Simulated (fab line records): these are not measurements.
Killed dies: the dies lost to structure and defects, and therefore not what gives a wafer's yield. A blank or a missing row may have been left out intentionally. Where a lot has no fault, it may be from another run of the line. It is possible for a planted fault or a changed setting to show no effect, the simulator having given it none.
Matching of chambers	flow nand-harc	NHARC_P_GATE_STRIP_101 on rie-diel-11 has 4 sister chambers
The step strips in O2, time 20 s. 16 wafers are shown with their chamber, then 8 later ones without.

== WAFERS PAIRED WITH THEIR CHAMBERS ==
wafer	chamber	drypump-motor-current-A (A)	throttle-valve-pct (%)	oes-product-au (a.u.)
L074.1	0	5.2	17.027	0.991
L074.2	2	6.0	17.028	0.991
L074.4	1	4.9	17.038	1.000
L075.1	0	5.1	17.039	1.014
L075.3	1	4.9	17.058	1.004
L075.6	0	5.1	17.029	1.016
L076.1	1	4.9	17.030	1.002
L076.4	0	5.1	17.033	0.995
L076.5	1	4.9	17.041	1.000
L078.1	0	5.1	17.039	1.002
L078.2	2	5.9	17.031	1.000
L078.6	2	6.0	17.026	0.998
L082.3	1	4.9	17.040	1.000
L082.4	3	6.1	17.053	1.009
L082.5	1	4.9	17.026	0.997
L085.1	0	5.1	17.052	0.998

SIGNATURES (averages over the wafers above)
reading	chamber 0	chamber 1	chamber 2	chamber 3	scatter within a chamber
drypump-motor-current-A	5.117	4.900	5.967	6.100	0.0354
throttle-valve-pct	17.03650	17.03883	17.02833	17.05300	0.00931
oes-product-au	1.00267	1.00050	0.99633	1.00900	0.00704
Rule: for a wafer and a chamber, the distance is found by dividing, reading by reading, the gap between the wafer's reading and the chamber's mean by the reading's scatter, squaring, summing and taking the root. The wafer belongs to the nearest chamber; if the next one is less than 2 further off, it can't be placed. The scatter: take each reading less its chamber's mean, square it, sum over the shown wafers, divide by the number of wafers less the number of chambers, and take the root.

== WAFERS MISSING THEIR CHAMBER ==
wafer	drypump-motor-current-A (A)	throttle-valve-pct (%)	oes-product-au (a.u.)
L085.3	6.1	17.039	0.997
L085.4	6.0	17.039	0.993
L092.2	6.0	17.041	1.002
L092.4	6.1	17.043	1.000
L092.6	6.1	17.008	1.002
L095.2	5.9	17.031	1.011
L095.4	5.0	17.030	0.996
L095.5	5.1	17.016	1.007

== WHICH CHAMBER EACH WENT THROUGH ==
wafer	from the rows above	in truth
L085.3	can't be placed: 3 or 2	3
L085.4	2	2
L092.2	can't be placed: 2 or 3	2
L092.4	3	3
L092.6	can't be placed: 2 or 3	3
L095.2	2	2
L095.4	can't be placed: 1 or 0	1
L095.5	0	0
4 of 8 placed correctly. Unplaceable from these rows: 4, with the true chamber sitting among the candidates in 4. Number placed wrongly: 0.
